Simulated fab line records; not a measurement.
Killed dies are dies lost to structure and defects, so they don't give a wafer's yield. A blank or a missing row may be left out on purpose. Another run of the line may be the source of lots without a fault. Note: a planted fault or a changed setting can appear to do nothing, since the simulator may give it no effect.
fab line records	flow nandHarc	part 1 of 2: steps 1 to 4 of 6
record: lots: 24	wafers: 72	lastDay: 33
route steps=1302 shown A_CONTACT@1002
lots that met no fault: from a run of the same line without faults
startH: start of the lot's first displayed wafer, in hours after the record's first day	waitH: hours since the lot's step before	" the same as in the row above	L1.1+2: one row covering several wafers at once	- no value, or no start given	* or withheld: withheld	< > ~ a bound
route shown NAME@n: a module of which the file shows steps, and the number in the route of the first	usual: the fault-free wafers' mean and standard deviation	same: alike in all rows	chamber/n: place in a boat	sites: the reading at each site	_std_site: how widely they spread, as a standard deviation	_edge_site: mean of outer sites minus mean of inner sites	radiusMm: how far each site lies from the wafer's centre	mask NAME#n: copy n	behind: the most recent tool/chamber to have shaped the wafer	hold: the reason the lot was held/the length of the hold in hours/how it ended	device: whichever transistor did not switch (one of n, p or np)	end of line: tests of these same wafers at the route's end	a step without rows: its recipe alone	killed: dies lost to structure and defects at the first sort, not the wafer's yield	map: a wafer's dies, marking killed ones x, the rest . and places with no die _
set.NAME: the setting that was run; set.NAME@STEP: the one run at that earlier step	model.NAME: the simulator's own value behind a step, which no gauge read
steps of the route over a sample of lots; a table a step, a row a wafer
services: the hour from which a tool's chamber was out of use, counted from the record's first day as startH (under 0 if before that day), plus the number of hours and why
== steps ==
step: NHARC_A_CONTACT_ETCH_49
recipe: targetDepthA: 2600	overEtchFrac: 0.3	timeS: 475.3	ionEnergyEv: 200	n2FlowSccm: 150	h2FlowSccm: 150	arFlowSccm: 0	rfW: 400	biasW: 150	chemistry: N2/H2
usual: drypumpMotorCurrentA: 5.7/0.43	n2FlowSccm: 150.0/0.45	oesProductAu: 0.996/0.0089	rfVppV: 430.1/2.9	showerheadPlenumPTorr: 2.03/0.1	throttleValvePct: 14.170/0.0077
lot.wafer	tool	chamber	startH	waitH	drypumpMotorCurrentA	n2FlowSccm	oesProductAu	rfHoursCounterH	rfVppV	showerheadPlenumPTorr	throttleValvePct
L074.2	rieDiel-10	2	-	-	5.1	149.7	0.993	27	430.2	2.03	14.177
L074.1	"	3	"	"	5.5	150.3	0.995	29	434.4	2.21	14.169
L074.5	"	1	"	"	6.1	150.5	1.007	-	425.3	1.90	14.169
L075.1	rieDiel-10	0	-	-	5.2	149.8	1.008	29	429.6	1.98	14.175
L075.3	"	2	"	"	5.1	149.2	0.993	29	430.6	2.03	14.171
L075.6	"	0	"	"	5.2	149.7	1.010	-	428.7	1.98	14.187
L076.2	rieDiel-03	2	-	-	5.6	149.9	1.006	14	433.9	2.21	14.170
L076.4	"	0	"	"	5.5	150.5	0.996	16	432.9	2.15	14.168
L076.5	"	1	"	"	6.3	149.6	0.995	-	424.4	1.90	14.168
L077.1	rieDiel-02	0	-	-	5.8	149.5	1.006	16	427.2	1.91	14.177
L077.3	"	2	"	"	5.1	148.9	0.986	17	432.0	2.03	14.163
L077.5	"	0	"	"	5.8	150.6	1.012	-	426.8	1.91	14.162
L078.2	rieDiel-02	3	-	-	6.1	150.0	1.001	21	428.9	1.97	14.184
L078.1	"	0	"	"	5.8	149.3	1.014	20	426.8	1.91	14.174
L078.5	"	2	"	"	5.1	149.6	0.989	-	430.5	2.03	14.180
L080.1	rieDiel-02	3	-	-	6.1	149.7	1.007	24	429.1	1.97	14.176
L080.3	"	0	"	"	5.8	150.3	1.015	23	426.6	1.91	14.153
L080.5	"	0	"	"	5.8	149.4	1.022	-	426.3	1.91	14.183
L079.1	rieDiel-03	3	-	-	5.6	150.1	1.006	32	430.4	2.02	14.170
L079.2	"	0	"	"	5.6	150.1	0.994	29	433.3	2.14	14.164
L079.5	"	3	"	"	5.6	150.0	1.000	-	429.4	2.02	14.170
L081.4	rieDiel-03	0	-	-	5.5	150.3	0.998	35	434.6	2.14	14.175
L081.3	"	1	"	"	6.3	149.5	0.993	24	426.1	1.89	14.172
L081.6	"	0	"	"	5.5	149.8	1.007	-	433.4	2.14	14.169
L082.2	rieDiel-02	1	-	-	6.2	149.1	0.980	1	434.0	2.15	14.180
L082.4	"	2	"	"	5.1	150.1	0.984	1	430.8	2.03	14.162
L082.6	"	0	"	"	5.8	150.0	0.998	-	425.3	1.91	14.183
L085.2	rieDiel-02	3	-	-	6.1	150.3	0.994	3	427.9	1.97	14.180
L085.1	"	0	"	"	5.8	149.5	0.988	3	428.2	1.91	14.179
L085.6	"	2	"	"	5.1	149.9	1.001	-	430.1	2.03	14.173
L083.2	rieDiel-02	1	-	-	6.2	150.2	0.984	4	433.3	2.15	14.169
L083.3	"	2	"	"	5.1	149.8	0.984	5	429.3	2.03	14.182
L083.1	"	3	"	"	6.1	150.3	0.996	4	429.5	1.97	14.163
L086.1	rieDiel-02	3	-	-	6.1	150.0	0.973	5	429.1	1.97	14.164
L086.2	"	0	"	"	5.8	149.8	0.989	4	426.2	1.91	14.164
L086.5	"	2	"	"	5.1	150.4	1.006	-	430.0	2.03	14.167
L084.3	rieDiel-02	0	-	-	5.8	149.2	0.998	6	427.1	1.91	14.162
L084.2	"	1	"	"	6.2	149.6	0.986	6	435.2	2.14	14.172
L084.6	"	3	"	"	6.1	149.8	0.984	-	428.2	1.97	14.176
L087.4	rieDiel-03	3	-	-	5.6	150.4	1.008	56	430.1	2.01	14.173
L087.1	"	0	"	"	5.5	150.0	1.001	53	433.7	2.13	14.180
L087.6	"	1	"	"	6.3	150.8	0.992	-	426.9	1.89	14.168
L088.3	rieDiel-02	2	-	-	5.1	149.5	0.997	13	429.5	2.02	14.170
L088.2	"	0	"	"	5.8	149.4	1.002	12	427.0	1.90	14.167
L088.5	"	2	"	"	5.1	149.9	0.994	-	432.1	2.02	14.164
L091.1	rieDiel-02	1	-	-	6.2	149.7	0.988	11	433.5	2.14	14.161
L091.5	"	0	"	"	5.8	149.7	1.014	-	427.4	1.90	14.167
L091.6	"	1	"	"	6.2	149.7	0.994	-	431.9	2.14	14.179
L090.3	rieDiel-02	1	-	-	6.2	150.3	0.993	13	432.5	2.14	14.172
L090.2	"	3	"	"	6.1	150.6	0.992	15	430.1	1.97	14.161
L090.5	"	1	"	"	6.2	150.0	0.992	-	433.7	2.14	14.175
L089.3	rieDiel-10	2	-	-	5.1	149.6	0.999	22	429.1	2.01	14.180
L089.2	"	1	"	"	6.0	150.9	1.008	23	425.1	1.88	14.178
L089.5	"	3	"	"	5.5	149.3	1.016	-	433.4	2.19	14.169
L092.1	rieDiel-02	3	-	-	6.1	149.7	0.987	17	428.1	1.97	14.172
L092.5	"	2	"	"	5.1	149.6	0.984	-	428.4	2.02	14.173
L092.6	"	3	"	"	6.1	150.0	0.986	-	428.6	1.97	14.172
L093.2	rieDiel-10	2	-	-	5.1	150.8	0.993	29	429.9	2.01	14.166
L093.3	"	3	"	"	5.5	150.4	1.013	22	434.3	2.18	14.178
L093.1	"	1	"	"	6.0	149.8	1.002	30	425.8	1.88	14.187
L094.2	rieDiel-02	0	-	-	5.8	149.8	1.005	21	428.0	1.90	14.172
L094.4	"	1	"	"	6.2	150.0	0.994	19	432.5	2.14	14.145
L094.5	"	2	"	"	5.1	149.2	0.990	-	429.9	2.02	14.179
L095.3	rieDiel-03	2	-	-	5.6	149.9	0.992	20	434.6	2.19	14.161
L095.4	"	1	"	"	6.3	150.3	0.998	18	434.0	2.21	14.165
L095.6	"	2	"	"	5.7	150.0	0.994	-	434.9	2.19	14.178
L096.1	rieDiel-02	2	-	-	5.1	150.2	0.981	27	431.0	2.02	14.179
L096.3	"	3	"	"	6.1	150.2	0.984	23	427.2	1.97	14.153
L096.6	"	1	"	"	6.3	150.1	0.980	-	432.9	2.14	14.175
L097.2	rieDiel-02	0	-	-	5.8	149.6	0.997	26	426.1	1.90	14.152
L097.1	"	3	"	"	6.1	150.6	1.000	25	428.2	1.96	14.186
L097.6	"	0	"	"	5.8	150.0	1.002	-	426.8	1.90	14.173
step: NHARC_A_CONTACT_ETCH_121
recipe: sourceW: withheld	pressureMtorr: 20	biasV: 3000	timeS: 190	targetDepthA: 18500	arFlowSccm: withheld	c4f8FlowSccm: withheld	o2FlowSccm: withheld	chemistry: C4F8/O2/Ar
usual: oesAirLineAu: 1.000/0.02
lot.wafer	tool	chamber	startH	waitH	oesAirLineAu	rfHoursCounterH
L074.1	harCapEtch-01	1	496.76	0.1	0.991	127
L074.2	"	0	"	"	0.993	127
L074.5	"	1	"	"	1.009	-
L075.1	harCapEtch-03	1	513.85	0.1	1.007	45
L075.3	"	1	"	"	1.017	-
L075.6	"	1	"	"	1.009	-
L076.2	harCapEtch-02	0	514.76	0.1	0.986	87
L076.4	"	0	"	"	0.971	-
L076.5	"	0	"	"	0.977	-
L077.1	harCapEtch-03	0	518.13	0.1	1.004	47
L077.3	"	1	"	"	0.970	-
L077.5	"	0	"	"	0.950	-
L078.2	harCapEtch-03	0	528.83	0.1	0.991	49
L078.1	"	1	"	"	0.981	49
L078.5	"	0	"	"	0.981	-
L080.1	harCapEtch-01	0	546.49	0.1	1.005	8
L080.3	"	1	"	"	0.988	-
L080.5	"	1	"	"	0.995	-
L079.2	harCapEtch-03	1	546.94	0.1	1.005	53
L079.1	"	0	"	"	0.953	53
L079.5	"	0	"	"	0.994	-
L081.4	harCapEtch-03	0	562.46	0.1	0.983	-
L081.3	"	1	"	"	0.984	-
L081.6	"	0	"	"	0.990	-
L082.2	harCapEtch-01	0	590.79	0.1	1.008	13
L082.4	"	1	"	"	0.973	-
L082.6	"	0	"	"	1.025	-
L085.1	harCapEtch-02	1	605.08	0.1	1.010	102
L085.2	"	0	"	"	1.034	102
L085.6	"	0	"	"	1.015	-
L083.1	harCapEtch-01	1	606.39	0.1	0.973	15
L083.2	"	0	"	"	1.021	15
L083.3	"	1	"	"	1.008	-
L086.1	harCapEtch-03	0	608.28	0.1	0.991	61
L086.2	"	1	"	"	1.005	61
L086.5	"	0	"	"	0.976	-
L084.2	harCapEtch-01	1	616.22	0.1	0.993	18
L084.3	"	1	"	"	1.025	-
L084.6	"	0	"	"	0.993	-
L087.1	harCapEtch-03	1	617.47	0.1	1.049	63
L087.4	"	0	"	"	0.999	-
L087.6	"	0	"	"	1.032	-
L088.2	harCapEtch-01	1	641.87	0.1	0.980	25
L088.3	"	1	"	"	1.004	-
L088.5	"	0	"	"	1.020	-
L091.1	harCapEtch-02	1	655.93	0.1	1.005	112
L091.5	"	0	"	"	0.983	-
L091.6	"	1	"	"	1.015	-
L090.2	harCapEtch-03	1	665.00	0.1	1.010	72
L090.3	"	0	"	"	1.030	-
L090.5	"	0	"	"	1.043	-
L089.2	harCapEtch-02	1	665.83	0.2	0.999	114
L089.3	"	0	"	"	1.013	-
L089.5	"	1	"	"	1.019	-
L092.1	harCapEtch-03	0	669.83	0.1	0.994	74
L092.6	"	0	"	"	0.984	-
L092.5	"	1	"	"	0.989	-
L093.2	harCapEtch-03	0	687.60	0.1	0.992	78
L093.1	"	1	"	"	0.992	78
L093.3	"	0	"	"	1.029	-
L094.2	harCapEtch-02	0	692.04	0.1	0.980	120
L094.4	"	0	"	"	0.988	-
L094.5	"	0	"	"	0.991	-
L095.4	harCapEtch-02	0	712.45	0.1	1.004	-
L095.3	"	1	"	"	0.991	-
L095.6	"	1	"	"	1.002	-
L096.1	harCapEtch-03	1	712.63	0.1	1.002	83
L096.3	"	1	"	"	0.974	-
L096.6	"	0	"	"	0.982	-
L097.2	harCapEtch-03	1	725.00	0.1	0.971	86
L097.1	"	0	"	"	1.007	86
L097.6	"	0	"	"	1.040	-
step: NHARC_A_CONTACT_DEP_58
recipe: targetThkA: 900	targetThkNm: 90	tempC: 400	pressureTorr: 3.5	flowSccm: 200	rfW: 350	material: SiON
usual: heaterPowerOuterW: 461/66	heaterPowerW: 790/100
lot.wafer	tool	chamber	startH	waitH	heaterPowerOuterW	heaterPowerW
L074.1	pecvd-02	0	507.71	2.7	444	813
L074.2	"	2	"	"	447	731
L074.5	"	1	"	"	559	922
L075.1	pecvd-02	0	519.58	2.7	396	746
L075.3	"	1	"	"	628	975
L075.6	"	0	"	"	409	721
L076.2	pecvd-02	2	522.08	2.2	402	662
L076.5	"	1	"	"	565	952
L076.4	"	0	"	"	471	851
L077.3	pecvd-01	0	525.28	1.6	533	899
L077.1	"	2	"	"	402	638
L077.5	"	2	"	"	407	642
L078.2	pecvd-02	0	535.93	2.2	491	865
L078.1	"	1	"	"	626	1062
L078.5	"	0	"	"	487	866
L080.1	pecvd-01	2	552.42	2.7	393	633
L080.3	"	0	"	"	469	834
L080.5	"	1	"	"	602	1014
L079.1	pecvd-04	2	552.64	2.7	434	709
L079.2	"	0	"	"	503	867
L079.5	"	1	"	"	431	769
L081.3	pecvd-01	1	571.36	1.6	643	1042
L081.6	"	1	"	"	485	860
L081.4	"	2	"	"	407	662
L082.2	pecvd-04	1	596.56	2.2	411	743
L082.4	"	0	"	"	424	739
L082.6	"	1	"	"	395	761
L085.2	pecvd-01	0	616.32	2.2	452	808
L085.1	"	1	"	"	507	846
L085.6	"	0	"	"	470	803
L083.1	pecvd-04	0	616.93	2.8	408	719
L083.2	"	1	"	"	350	695
L083.3	"	2	"	"	528	846
L086.1	pecvd-04	0	620.21	2.8	382	676
L086.2	"	1	"	"	432	776
L086.5	"	0	"	"	387	706
L084.3	pecvd-04	2	627.23	1.7	449	747
L084.2	"	0	"	"	438	752
L084.6	"	1	"	"	439	786
L087.1	pecvd-04	1	627.96	2.7	412	763
L087.6	"	1	"	"	425	763
L087.4	"	2	"	"	416	714
L088.2	pecvd-04	2	650.53	2.1	489	784
L088.3	"	0	"	"	414	728
L088.5	"	1	"	"	438	785
L091.1	pecvd-01	0	663.55	2.7	464	827
L091.5	"	0	"	"	460	849
L091.6	"	1	"	"	602	972
L090.2	pecvd-04	2	673.22	2.2	380	661
L090.3	"	0	"	"	512	862
L090.5	"	2	"	"	393	654
L089.2	pecvd-02	0	675.73	2.2	412	780
L089.3	"	2	"	"	420	702
L089.5	"	2	"	"	434	685
L092.1	pecvd-04	0	678.99	2.8	528	891
L092.5	"	1	"	"	385	708
L092.6	"	2	"	"	436	722
L093.2	pecvd-02	1	693.36	2.2	560	906
L093.1	"	0	"	"	433	772
L093.3	"	1	"	"	561	929
L094.2	pecvd-04	0	697.75	2.1	431	768
L094.4	"	1	"	"	428	761
L094.5	"	2	"	"	409	671
L095.3	pecvd-04	0	718.21	1.7	486	857
L095.6	"	1	"	"	449	776
L095.4	"	0	"	"	502	839
L096.1	pecvd-02	0	718.71	2.9	459	803
L096.3	"	1	"	"	560	933
L096.6	"	2	"	"	391	654
L097.2	pecvd-04	1	730.78	2.2	408	737
L097.1	"	2	"	"	447	751
L097.6	"	2	"	"	454	750
step: NHARC_A_CONTACT_ETCH_132
recipe: sourceW: withheld	pressureMtorr: 20	biasV: 3000	timeS: 197	targetDepthA: 19240	arFlowSccm: withheld	c4f8FlowSccm: withheld	o2FlowSccm: withheld	chemistry: C4F8/O2/Ar
usual: oesAirLineAu: 1.002/0.019
lot.wafer	tool	chamber	startH	waitH	oesAirLineAu	rfHoursCounterH
L074.2	harCapEtch-03	1	511.48	0.1	1.017	43
L074.1	"	0	"	"	0.999	43
L074.5	"	0	"	"	0.990	-
L075.1	harCapEtch-01	1	523.37	0.1	0.974	3
L075.3	"	1	"	"	0.994	-
L075.6	"	1	"	"	0.996	-
L076.2	harCapEtch-02	0	525.94	0.1	1.019	91
L076.4	"	0	"	"	1.017	-
L076.5	"	1	"	"	1.001	-
L077.1	harCapEtch-01	1	529.21	0.1	1.005	4
L077.3	"	1	"	"	0.982	-
L077.5	"	1	"	"	0.990	-
L078.1	harCapEtch-02	1	539.82	0.1	1.006	94
L078.2	"	0	"	"	1.009	94
L078.5	"	0	"	"	0.971	-
L080.1	harCapEtch-02	0	556.24	0.1	1.010	97
L080.3	"	1	"	"	1.008	-
L080.5	"	0	"	"	1.003	-
L079.2	harCapEtch-01	1	556.51	0.1	1.037	10
L079.1	"	0	"	"	0.974	10
L079.5	"	0	"	"	0.987	-
L081.4	harCapEtch-03	1	575.37	0.1	0.986	-
L081.3	"	0	"	"	1.004	-
L081.6	"	0	"	"	0.997	-
L082.2	harCapEtch-03	1	600.41	0.1	1.002	59
L082.4	"	0	"	"	1.011	-
L082.6	"	0	"	"	0.989	-
L085.1	harCapEtch-02	0	620.07	0.1	1.006	105
L085.2	"	1	"	"	0.996	105
L085.6	"	1	"	"	1.012	-
L083.2	harCapEtch-01	0	620.84	0.1	1.003	20
L083.1	"	1	"	"	0.994	20
L083.3	"	0	"	"	1.025	-
L086.2	harCapEtch-03	0	626.01	0.1	1.022	65
L086.1	"	1	"	"	0.986	65
L086.5	"	0	"	"	0.989	-
L087.1	harCapEtch-02	1	631.73	0.1	0.985	107
L087.4	"	1	"	"	1.022	-
L087.6	"	1	"	"	1.005	-
L084.2	harCapEtch-01	0	632.28	0.1	0.999	22
L084.3	"	0	"	"	0.990	-
L084.6	"	0	"	"	0.952	-
L088.2	harCapEtch-03	0	654.66	0.1	0.992	70
L088.3	"	0	"	"	1.008	-
L088.5	"	0	"	"	1.034	-
L091.1	harCapEtch-01	1	667.45	0.1	1.030	28
L091.5	"	0	"	"	1.015	-
L091.6	"	1	"	"	1.044	-
L090.2	harCapEtch-02	0	676.96	0.1	0.967	116
L090.3	"	1	"	"	1.024	-
L090.5	"	0	"	"	1.039	-
L089.2	harCapEtch-03	0	679.52	0.1	1.002	76
L089.3	"	1	"	"	1.031	-
L089.5	"	1	"	"	0.990	-
L092.1	harCapEtch-02	1	682.73	0.1	1.008	118
L092.5	"	0	"	"	1.005	-
L092.6	"	1	"	"	1.026	-
L093.1	harCapEtch-01	0	697.33	0.1	1.000	34
L093.2	"	1	"	"	1.017	34
L093.3	"	0	"	"	0.953	-
L094.2	harCapEtch-02	0	701.67	0.1	1.021	122
L094.4	"	0	"	"	1.040	-
L094.5	"	0	"	"	1.047	-
L095.4	harCapEtch-01	0	722.59	0.2	1.005	-
L095.3	"	1	"	"	0.981	-
L095.6	"	0	"	"	1.032	-
L096.1	harCapEtch-02	1	722.89	0.2	0.995	126
L096.3	"	0	"	"	1.016	-
L096.6	"	1	"	"	0.988	-
L097.2	harCapEtch-03	1	734.66	0.1	0.989	88
L097.1	"	0	"	"	1.008	88
L097.6	"	1	"	"	1.028	-
